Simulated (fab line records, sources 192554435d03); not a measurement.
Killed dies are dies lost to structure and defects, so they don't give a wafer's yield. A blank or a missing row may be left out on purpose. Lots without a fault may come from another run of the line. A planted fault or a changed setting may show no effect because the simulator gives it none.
fab line records | flow n5_finfet
record lots=4 wafers=10 last_day=16
route steps=1938 shown BEOL_M4@1099 BEOL_M5@1112 BEOL_M11@1554 PASSIVATION@1936
lots that met no fault: from a run of the same line without faults
start_h: hours from the record's first day to the start of the lot's first wafer shown | wait_h: hours since the lot's step before | " the same as in the row above | L1.1+2: a row that stands for several wafers | - no value, or no start given | * or withheld: withheld | < > ~ a bound
route shown NAME@n: a module of which the file shows steps, and the number in the route of the first | usual: mean/standard deviation of fault-free wafers | same: alike in all rows | chamber/n: place in a boat | sites: the reading at each site | _std_site: their standard deviation | _edge_site: outer sites' mean less inner sites' | radius_mm: how far each site lies from the wafer's centre | mask NAME#n: copy n | behind: the tool/chamber that last shaped the wafer | hold: why the lot was held/for how many hours/how that ended | device: the transistor (n, p or np) that didn't switch | end of line: the same wafers' tests at the end of the route | a step without rows: its recipe alone | killed: dies lost to structure and defects at the first sort, not the wafer's yield | map: a wafer's dies, x killed, . not, _ none there
set.NAME: the setting as run; set.NAME@STEP: as run at that earlier step | model.NAME: the simulator's own value behind a step, which no gauge read
lots at some steps of the route; a table a step, a row a wafer
services: from which hour (start_h, from the record's first day; less than 0 if before it) a tool's chamber was out of use, for how many hours, and why
## steps
# step N5_BEOL_M4_ANNEAL_95
# recipe temp_c=400 time_s=240 ambient=vacuum
# step N5_BEOL_M4_SPUTTER_96
# recipe material=Cu target_thk_a=45 temp_c=-20 chamber_pressure_pa=0.07 power_w=withheld time_s=8.29
# step N5_BEOL_M4_ECD_50
# recipe material=Cu target_thk_a=3000
# step N5_BEOL_M4_ANNEAL_51
# recipe temp_c=225 time_s=90 ambient=N2
# step N5_BEOL_M4_CMP_52
# recipe stop_on=SiOC t_overpolish_s=6.8 down_force_psi=1 platen_rpm=50 clearing_platen_down_force_psi=1.5 clearing_platen_rpm=50 post_cmp_clean=cu_alkaline target_thk_nm=40 clearing_platen_pad_velocity_m_s=0.99484 pad_velocity_m_s=0.99484
# step N5_BEOL_M4_PRE_CLEAN_60
# recipe gas=NH3/H2 time_s=15 temp_c=* rf_power_w=300
# step N5_BEOL_M4_CO_CAP_55
# recipe material=Co target_thk_a=20 temp_c=200 precursor=CCTBA/H2 pressure_torr=30 time_s=102.1
# step N5_BEOL_M4_PRE_CLEAN_56
# recipe gas=NH3 time_s=15 temp_c=withheld rf_power_w=300
# step N5_BEOL_M4_DEP_57
# recipe material=SiCN target_thk_a=80 temp_c=withheld precursor=3MS/NH3 pressure_torr=3 rf_w=202 time_s=14
# step N5_BEOL_M4_RC_MEAS_101
# usual DIBL_N=36.3/1 DIBL_P=36.2/1.4 IOFF_N=0.157/0.021 IOFF_P=0.206/0.025 ION_N=673/9 ION_P=461/6.4 SS_N=71.5/0.5 SS_P=73.2/0.47 VT_N=249.9/2.4 VT_P=-250.6/2.9
# columns lot.wafer tool chamber start_h wait_h DIBL_N[mV/V] DIBL_P[mV/V] IOFF_N[nA/um] IOFF_P[nA/um] ION_N[uA/um] ION_P[uA/um] SS_N[mV/dec] SS_P[mV/dec] VT_N[mV] VT_P[mV]
L930.1 prober-02 0 178.01 0.0 35.8 36.6 0.150 0.210 671 465 71.7 73.4 249.6 -250.8
L930.3 " 0 " " 36.3 37.5 0.164 0.215 680 468 71.0 74.2 252.6 -251.1
L930.5 " 0 " " 36.8 38.1 0.172 0.221 687 469 71.5 73.7 249.8 -249.4
L938.2 prober-02 0 214.98 0.2 37.3 36.1 0.148 0.201 665 454 72.1 73.3 251.6 -252.4
L938.3 " 0 " " 35.7 34.6 0.132 0.177 668 458 71.7 72.9 250.7 -251.9
L939.3 prober-01 0 234.20 0.3 35.2 35.3 0.140 0.192 667 462 71.3 73.0 250.2 -251.0
L939.5 " 0 " " 37.2 37.3 0.179 0.237 681 470 71.3 73.4 247.5 -245.6
L949.2 prober-01 0 289.31 0.2 37.5 36.1 0.166 0.236 683 470 72.1 72.6 248.3 -246.5
L949.5 " 0 " " 37.4 35.7 0.164 0.234 678 463 71.5 73.8 250.8 -245.9
L949.6 " 0 " " 36.6 35.1 0.152 0.210 675 463 70.4 73.3 249.1 -250.4
# step N5_BEOL_M5_ILD_DEP_00
# recipe material=SiCOH_lowk target_thk_a=1406.4 temp_c=300 precursor=DEMS/porogen pressure_torr=5 rf_w=500 time_s=25.9
# step N5_BEOL_M5_CURE_79
# recipe temp_c=385 time_s=240 ambient=He/Ar material=SiCOH_lowk
# step N5_BEOL_M5_PECVD_70
# recipe material=SiO2 target_thk_a=160 temp_c=400 precursor=TEOS/O2 pressure_torr=5.5 rf_w=450 teos_flow_sccm=53.8 gas=O2 flow_sccm=3000 time_s=18
# step N5_BEOL_M5_HM_DEP_02
# recipe material=TiN target_thk_a=200 temp_c=25 chamber_pressure_pa=0.49996
# step N5_BEOL_M5_COAT_59
# recipe resist=SOC temp_c=250 time_s=60 spin_rpm=1500 resist_thk_nm=60
# step N5_BEOL_M5_COAT_60
# recipe resist=SiARC temp_c=220 time_s=60 spin_rpm=1500 resist_thk_nm=12
# step N5_BEOL_M5_COAT_71
# recipe resist=underlayer temp_c=205 time_s=60 spin_rpm=1500 resist_thk_nm=5
# step N5_BEOL_M5_COAT_05
# recipe resist=CAR-EUV spin_rpm=1500 resist_thk_nm=30
# step N5_BEOL_M5_EBR_07
# recipe solvent=PGMEA ebr_width_mm=1.5
# step N5_BEOL_M5_SOFTBAKE_06
# recipe temp_c=110 time_s=60 resist=CAR-EUV
# step N5_BEOL_M5_EXPOSE_08
# recipe mask_id=M5 na=0.33 source_shape=annular sigma_inner=0.4 sigma_outer=0.8 polarization=unpolarized target_cd_nm=28 dose_mj=35.75
# step N5_BEOL_M5_PEB_09
# recipe peb_temp_c=100 peb_time_s=60 resist=CAR-EUV
# step N5_BEOL_M5_DEVELOP_10
# recipe develop_time_s=30 developer=TMAH resist=CAR-EUV rinse_liquid=surfactant_rinse dry=air_spin dev_temp_c=23
# step N5_BEOL_M5_DESCUM_16
# recipe chemistry=O2 time_s=7 source_power_w=50 bias_power_w=20 pressure_mtorr=20 rf_frequency_hz=2.712e+07 temp_c=40 resist=CAR-EUV o2_flow_sccm=225
# step N5_BEOL_M5_ETCH_72
# recipe chemistry=N2/H2 target=underlayer target_depth_a=65 mask_material=CAR-EUV time_s=5.2 ion_energy_ev=200 pressure_mtorr=30 source_w=840 bias_w=150 n2_flow_sccm=200 h2_flow_sccm=200 ends=cleared
# step N5_BEOL_M5_ETCH_61
# recipe chemistry=CF4 target=SiARC target_depth_a=156 mask_material=CAR-EUV time_s=26 ion_energy_ev=80 pressure_mtorr=40 source_w=545 bias_w=36 Ar_flow_sccm=100 cf4_flow_sccm=100 ends=cleared
# step N5_BEOL_M5_ETCH_62
# recipe chemistry=N2/H2 target=SOC target_depth_a=750 overetch_a=150 mask_material=SiARC temp_c=40 time_s=112.5 ion_energy_ev=200 pressure_mtorr=30 source_w=840 bias_w=150 n2_flow_sccm=200 h2_flow_sccm=200
# step N5_BEOL_M5_STRIP_63
# recipe chemistry=N2/H2 temp_c=40 n2_flow_sccm=200 h2_flow_sccm=200 rf_frequency_hz=6e+07
# step N5_BEOL_M5_STRIP_73
# recipe chemistry=N2/H2 temp_c=40 n2_flow_sccm=200 h2_flow_sccm=200 rf_frequency_hz=6e+07
# step N5_BEOL_M5_STRIP_64
# recipe chemistry=CF4 resist=SiARC power_w=300 bias_power_w=75 pressure_mtorr=50 cf4_flow_sccm=150 rf_frequency_hz=6e+07
# step N5_BEOL_M5_HM_OPEN_17
# recipe chemistry=Cl2/BCl3 target_depth_a=200 overetch_a=60 target=TiN mask_material=SOC ion_energy_ev=150 pressure_mtorr=10 icp_w=1000 bias_w=126 Cl2_flow_sccm=53.25 bcl3_flow_sccm=21.75 Ar_flow_sccm=25
# step N5_BEOL_M5_STRIP_19
# recipe chemistry=O2 power_w=400 temp_c=40 pressure_mtorr=30 rf_frequency_hz=6e+07 bias_power_w=0 overash_fraction=0.2 o2_flow_sccm=225
# step N5_BEOL_M5_COAT_65
# recipe resist=SOC temp_c=250 time_s=60 spin_rpm=1500 resist_thk_nm=60
# step N5_BEOL_M5_COAT_66
# recipe resist=SiARC temp_c=220 time_s=60 spin_rpm=1500 resist_thk_nm=12
# step N5_BEOL_M11_ETCH_62
# recipe chemistry=N2/H2 target=SOC target_depth_a=1100 overetch_a=220 mask_material=SiARC temp_c=40 time_s=165 ion_energy_ev=200 pressure_mtorr=30 source_w=840 bias_w=150 n2_flow_sccm=200 h2_flow_sccm=200
# usual drypump_motor_current_A=5.6/0.59 oes_product_au=0.67/0.076 rf_fwd_power_W=837.4/3 rf_vpp_V=524/3.2 showerhead_plenum_p_Torr=2.53/0.11 throttle_valve_pct=17.76/0.19
# columns lot.wafer tool chamber start_h wait_h drypump_motor_current_A oes_product_au rf_fwd_power_W rf_hours_counter_h rf_vpp_V showerhead_plenum_p_Torr throttle_valve_pct model.etch.depth_nm model.SiARC_of_BEOL_M11_COAT_60.thk_nm model.BEOL_M11.cd_offset_nm
L930.1 rie_diel-03 0 234.67 0.0 5.4 0.59 840.1 243 526 2.60 17.87 100.4 23.6 -0.4
L930.3 " 2 " " 5.2 0.63 831.8 166 527 2.64 17.71 100.5 23.8 0
L930.5 " 1 " " 5.5 0.62 842.8 - 525 2.63 17.73 100.3 23.4 0.2
L938.2 rie_diel-03 3 278.04 0.0 5.2 0.63 838.3 156 518 2.34 17.71 99.55 23.4 -0.2
L938.3 " 2 " " 5.2 0.60 841.4 178 527 2.63 17.71 94.77 25.4 -0.6
L939.3 rie_diel-03 3 285.78 0.0 5.2 0.61 831.8 160 518 2.34 17.71 94.5 25.2 -1.6
L939.5 " 0 " " 5.4 0.83 834.7 - 526 2.60 17.49 100.1 23.2 -0.8
L949.2 rie_diel-01 1 343.11 0.0 5.8 0.70 842.1 87 528 2.68 17.61 99.53 23.6 0.4
L949.5 " 2 " " 6.3 0.60 837.2 - 525 2.62 18.35 99.7 23.8 1.2
L949.6 " 3 " " 4.9 0.72 832.7 - 527 2.59 17.49 99.54 23.4 0.6
# step N5_BEOL_M11_HM_OPEN_17
# recipe chemistry=Cl2/BCl3 target_depth_a=200 overetch_a=60 target=TiN mask_material=SOC ion_energy_ev=150 pressure_mtorr=10 icp_w=1000 bias_w=126 Cl2_flow_sccm=53.25 bcl3_flow_sccm=21.75 Ar_flow_sccm=25
# usual drypump_motor_current_A=5.7/0.44 oes_product_au=0.67/0.066 rf_fwd_power_W=993/3.3 throttle_valve_pct=22.15/0.1
# columns lot.wafer tool chamber start_h wait_h drypump_motor_current_A oes_product_au rf_fwd_power_W rf_hours_counter_h throttle_valve_pct model.BEOL_M11.cd_offset_nm
L930.1 rie_metal-03 0 234.86 0.0 5.1 0.75 992 11 22.24 -0.4
L930.3 " 0 " " 5.1 0.75 995 - 22.25 0
L930.5 " 1 " " 6.0 0.61 996 - 22.11 0
L938.2 rie_metal-01 0 278.22 0.0 6.2 0.60 994 72 21.99 -0.2
L938.3 " 0 " " 6.2 0.57 995 - 22.06 -0.6
L939.3 rie_metal-03 1 286.00 0.1 6.0 0.53 990 - 22.24 -1.6
L939.5 " 0 " " 5.1 0.73 993 - 22.23 -0.8
L949.2 rie_metal-01 0 343.30 0.0 6.2 0.60 994 79 22.02 0.4
L949.5 " 1 " " 5.3 0.77 996 - 22.05 1.4
L949.6 " 0 " " 6.3 0.60 999 - 21.99 0.8
# step N5_BEOL_M11_CD_MEAS_18
# recipe pitch_nm=140 target_cd_nm=70
# usual cd_nm=70.0/0.55
# columns lot.wafer tool chamber start_h wait_h cd_nm
L930.1 cd_sem-03 - 235.04 0.0 69.8
L930.3 " - " " 69.5
L930.5 " - " " 69.9
L938.2 cd_sem-02 - 278.40 0.1 70.2
L938.3 " - " " -
L939.3 cd_sem-02 - 286.15 0.1 -
L939.5 " - " " 69.3
L949.2 cd_sem-02 - 343.51 0.1 70.2
L949.5 " - " " 70.8
L949.6 " - " " 70.8
# step N5_BEOL_M11_VIA_ETCH_34
# recipe chemistry=C4F6/O2 target=SiCOH_lowk target_depth_a=1845 mask_material=SOC taper_deg=4 time_s=69.2 ion_energy_ev=250 pressure_mtorr=30 source_w=345 bias_w=185 Ar_flow_sccm=300 C4F6_flow_sccm=10 O2_flow_sccm=10
# usual drypump_motor_current_A=5.7/0.65 oes_product_au=0.80/0.095 rf_fwd_power_W=341.9/1.6 rf_vpp_V=663/6.1 showerhead_plenum_p_Torr=2.83/0.11 throttle_valve_pct=20.84/0.17
# columns lot.wafer tool chamber start_h wait_h drypump_motor_current_A oes_product_au rf_fwd_power_W rf_hours_counter_h rf_vpp_V showerhead_plenum_p_Torr throttle_valve_pct
L930.1 rie_diel-01 1 235.97 0.0 5.8 0.88 341.6 50 668 3.01 20.70
L930.3 " 2 " " 6.4 0.72 343.2 202 661 2.93 21.24
L930.5 " 3 " " 4.9 0.94 342.2 - 662 2.93 20.61
L938.2 rie_diel-05 3 280.67 0.0 6.8 0.74 342.7 177 652 2.74 21.03
L938.3 " 0 " " 4.7 0.37 340.1 70 657 2.78 20.65
L939.3 rie_diel-05 2 287.53 0.0 6.2 0.28 342.8 208 656 2.71 20.90
L939.5 " 2 " " 6.2 0.68 341.3 - 659 2.71 21.04
L949.2 rie_diel-05 1 345.41 0.0 6.0 0.88 342.5 42 672 2.77 20.83
L949.5 " 0 " " 4.7 0.81 340.1 - 655 2.77 20.81
L949.6 " 1 " " 6.0 0.87 343.0 - 672 2.77 20.84
# step N5_BEOL_M11_OCD_MEAS_38
# usual trench_depth_nm=149.9/2.5
# columns lot.wafer tool chamber start_h wait_h trench_depth_nm
L930.1 ocd-02 - 236.25 - 152.7
L930.3 " - " " 149.2
L930.5 " - " " 154.4
L938.2 ocd-02 - 280.96 - 148.2
L938.3 " - " " 19.0
L939.3 ocd-01 - 287.82 - 7.5
L939.5 " - " " 145.7
L949.2 ocd-01 - 345.70 - 151.5
L949.5 " - " " 150.2
L949.6 " - " " 150.1
# step N5_BEOL_M11_CD_MEAS_35
# recipe target_cd_nm=70 polarity=opening
# usual cd_nm=70.0/0.56
# columns lot.wafer tool chamber start_h wait_h cd_nm
L930.1 cd_sem-03 - 236.41 0.0 69.8
L930.3 " - " " 69.9
L930.5 " - " " 70.4
L938.2 cd_sem-01 - 281.11 0.0 69.8
L938.3 " - " " -
L939.3 cd_sem-02 - 287.97 0.0 -
L939.5 " - " " 69.1
L949.2 cd_sem-03 - 345.85 0.0 70.3
L949.5 " - " " 71.0
L949.6 " - " " 70.7
# step N5_PASSIVATION_PROBE_49
# usual defect_limited_yield=91.1/1.3 killed_at_M0_to_M3=36/10 killed_at_M4_up=14/4.4 killed_at_contacts=14/5.7 killed_at_front_end=39/9.4 killed_at_other=2.9/2.6 killed_dies=105/15 killed_on_rim=14/3.5 killed_open=70/12 killed_short=34/7.1 sort_bin_5_function=5.3/0.77 sort_bin_6_memory=3.3/0.66 sort_n_pass=1075/15 sort_yield_pct=91.1/1.3
# same gross_dies=1180 killed_at_back_side=0 sort_bin_4_leakage[%]=0 sort_bin_8_speed[%]=0
# columns lot.wafer tool chamber start_h wait_h defect_limited_yield[%] killed_at_M0_to_M3 killed_at_M4_up killed_at_contacts killed_at_front_end killed_at_other killed_dies killed_on_rim killed_open killed_short sort_bin_5_function[%] sort_bin_6_memory[%] sort_n_pass sort_yield_pct[%]
L938.3 prober-02 - 318.61 0.1 22.0 40 833 9 37 1 920 86 74 26 75.3 2.5 260 22.0
L939.3 prober-02 - 323.98 0.1 4.2 38 1033 16 36 8 1131 150 75 32 91.0 4.7 49 4.2
# killed by level:class
L938.3 BEOL_M11:area_etch=820 BEOL_M1:geometric_particle:open=16 STI_FIN_REVEAL:geometric_particle:open=11 BEOL_M4:geometric_particle:open=8 MOL_CONTACT_COAG:geometric_particle:open=7 BEOL_M0_SAQP:geometric_particle:open=7 BEOL_M2:geometric_particle:open=7 FIN_SAQP:geometric_particle:short=5
L939.3 BEOL_M11:area_etch=1024 MOL_CONTACT_COAG:geometric_particle:open=14 BEOL_M0_SAQP:geometric_particle:open=10 STI_FIN_REVEAL:geometric_particle:open=9 BEOL_M0_SAQP:geometric_particle:short=7 FIN_SAQP:geometric_particle:open=6 BEOL_M1:geometric_particle:open=6 BEOL_M2:geometric_particle:open=6
# map L938.3 (x killed, . not)
_________________x.x.x.xxxxx.________________
______________.....x..xxxx...xx._____________
___________.x...x.....xx.xxxxxxxxxx__________
__________.x.xxx...x..x.xxxxxxxx.xxx_________
________...x..x.xx..xxxxxxxxxxxxxx.x.._______
_______x.......xxxx.xx.xxxxxxxxxxxxxx..______
______.....x.xxx.xxxxxxxxxxxxxxxxxxx.xxx_____
_____x......xxxxx.x.xxxxxxxxxx.xxxxx.....____
____....x.xxxxxxxxxxxxxxxxxxxxxxxxxxxxx.xx___
___.xxxxx..xxxxx.xxxxxxxxxxxx.xxxxxxxxxxxx.__
___..xxxxxxxxxxxxxxx.xxxxxxxxxxx.....xxxxxx__
__..xxx.x.x.xxxxxxxxxxxx.xxx..xx.xxxxx.xxxx._
__..xxx.x.xxxxxxxxxxxxxxxx..x.xx.xxxxx.xxxxx_
_.x..x.xxxxxxxxxxxxxxxxxxxxxxxxx.x.xxxxxxx..x
_.x....xxx.xxxxxxxxxx.xxxxxxx.xxxxxx..x.xxx.x
_.x.....xxxxxxxx..xxxxxxxxxxxxxxxxx.xxxx.x..x
_.....x.x.xxxxxxxxxxxxxxxxxxxxxxxxxxxx.x.x..x
_....xxxxxxxxxxxxxxxx.xxxxxxxxxxxxxxxxxx...xx
_..x..x.xxxxxxxxxx.xxxxxxxxxxxxxxxxxxxxxx.xxx
_x.xxxxxxxxxxxxxxxxxxxxxxxxxxxxxxxxxxxxxx.xx.
_.x...x.xxxxxxxxxxxxxxxxxxxxxxxxxxxxxxxxx...x
__...xx.xxxxxxxxxxxxxxxxxxxxxxxxxxxxxxx..xxx_
__x..xxxxxxxxxxxxxxxxxxx.xxxxxxxxxxxxxxxx..x_
___xx....xxxxxxxxxxxxxxxxxxxxxxxxxxxx.x.x.x__
___.xxx....x.xxxxxxxxxx..xxxxxxxxxxxxxxxx.x__
____..xx...xx.xxxx.xxxxx.xxxxxxxxxxxxxxxxx___
_____xx.x.x....x.xx.xxxxxxxxxxxxxxxxxx.xx____
______x.xxx.x.xxxxxxxxxxxxxxxxxxxxxxxxxx_____
_______...x...x.xxx..xxxxxxxxxxxxxxxxxx______
________xx..xxx..xxxxxxxxxxxxxxxxxxxxx_______
__________..xxx.xxx.xxxxxxxxxxxxxxxx_________
___________.x.xxxxxxx.xxxxxxxxxxxxx__________
______________...xxx.xxxxxxxxxxx_____________
_________________x.xxx.xxxxxx________________
# map L939.3 (x killed, . not)
_________________xxxxxxxxxxxx________________
______________xxxxxxxxxxxxxxxxxx_____________
___________x.xxxxx..xxxxxxxxxxxxxxx__________
__________xxxx.xxxxxxxxxxxxxxxxxxxxx_________
________xxxxxxxxxxxxxxxxxxxxxxxxxxxxxx_______
_______xxx.xxxxxxxxxxxxxxxxxxxxxxxxxxxx______
______xxxxxxxxxxxxxxxxxxxxxxxxxxxxxxxxxx_____
_____xxxxxxxxxxxxxxxxxxxxxxxxxxxxxxxxxxxx____
____xxxxxxxxxxx.x.xxxxxxxxxxxxxxxxxxxxxxxx___
___xxxxxxxxxxxx..x.xxxxxxxxxxxxxxxxxxxxxxxx__
___xxxxxxxxxxxxxxxxxxxxxxxxxxxxxxxxxxxxxxxx__
__xxxxxxxxxxxxxx.xxxxxxxxxxxxxxxxxxxxxxxxxxx_
__xxxxxxxxxxxxxxxxxxxxxxxxxxxxxxxxxxxxxxxxxx_
_xxxxxxxxxxxxxxxxxxxxx.xxxxxxxxxxxxxxxxxxxxxx
_xxxxxxxxxxxxxxxxxxxxxxxxxxxxxxxxxxxxxxxxxxxx
_xxxxxxxxxxxxxxxxxxxxxx.xxxxxxxxxxxxxxxxxxxxx
_xxxxxxxxxxxxxxxxxxxxxxxxxxxxxxxxxx.xxxxxxxxx
_xxxxxxxxxxx.xxxxxxxxxxx.xx..xxxxxx.xxxxxxxxx
_xxxx.xxxxxxxxxxxxxxxxx..x.xxx.xx.xxxx.xxxxxx
_xxxxxxxxx...xxxxxxx.x....xxxxxxxxxxxxxxxxxxx
_xxxxxxxxxxxxxxxxxxxx..x..xxxxxxxxxxxxxx.xxxx
__xxxxxxxxxxxxxxxxxx.x..xx.xxxxxxxxxxxxxxxxx_
__xxxxxxx.xxxxxxxxxxxxx.xxxxxxxxxxxxxxxxxxxx_
___.xxxxxxxxxxxxxxxxxxxxxxx.xxxxxxxxxxxxxxx__
___xxxxxxxxxxxxxxxxxxxxxxxxxx.xxxxxxxxxxxxx__
____xxxxxxxxxxxxxxxxxxxxxxxxxxxxxxxxxxxxxx___
_____xxxxxxxxxxxxxxxxxxxxxx.xxxxxxxxxxxxx____
______xxxxxxxxxxxxxxxxxxxxxxxxxxxxxxxxxx_____
_______xxxxxxxxxxxxxxxxxxxxxxxxxxxxxxxx______
________xxxxxxxxxxxxxxxxxxxxxxxxxxxxxx_______
__________xxxxxxxxxxxxxxxxxxxxxxxxxx_________
___________xxxxxxxxxxxxxxxxxxxxxxxx__________
______________xxxxxxxxxxxxxxxxxx_____________
_________________xxxxxxxxxxxx________________
## services
# columns tool chamber start_h hours kind
rie_diel-01 2 247.19 13.3 repair
rie_metal-01 - 248.80 28.1 pm
rie_diel-03 2 251.67 11.3 repair
rie_diel-03 0 263.00 - clean
rie_diel-03 0 263.00 - consumable_replace:focus_ring
rie_diel-03 0 263.00 18.7 scheduled_down
rie_diel-03 0 263.00 18.7 vent_cycle
rie_diel-01 2 276.08 10.4 repair
rie_metal-01 - 279.59 0.7 repair
rie_diel-03 1 291.76 7.9 repair
## key
first_sign step=N5_BEOL_M11_CD_MEAS_18 reading=cd_nm direction=missing
effect step=N5_BEOL_M11_VIA_ETCH_34 reading=oes_product_au direction=down sigmas=5 usual=0.80 struck=0.32
effect step=N5_BEOL_M11_OCD_MEAS_38 reading=trench_depth_nm direction=down sigmas=55 usual=149.9 struck=13.2
effect step=N5_BEOL_M11_CD_MEAS_35 reading=cd_nm direction=missing
effect step=N5_PASSIVATION_PROBE_49 reading=killed_at_M4_up direction=up sigmas=99+ usual=14 struck=933
model_effect step=N5_BEOL_M11_ETCH_62 value=etch.depth_nm without=99.8 struck=94.63
model_effect step=N5_BEOL_M11_HM_OPEN_17 value=BEOL_M11.cd_offset_nm without=-0.2 struck=-1.1
more_kills_born_at N5_BEOL_M11_ETCH_62@rie_diel-03=1844
met_at N5_BEOL_M11_ETCH_62
struck_wafers L938.3,L939.3
later_rows_left_out L938.3,L939.3
onset_between 234.67 278.04
fault kind=process_parameter_drift tool=rie_diel-03 chamber=- onset_h=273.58 steps=N5_BEOL_M11_ETCH_62 channel=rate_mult offset=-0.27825 shape=step end_h=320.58 scope=struck_wafers_only
# later_rows_left_out: the simulator's readings of these wafers behind a module that went badly wrong aren't trusted and aren't shown, but for the sort
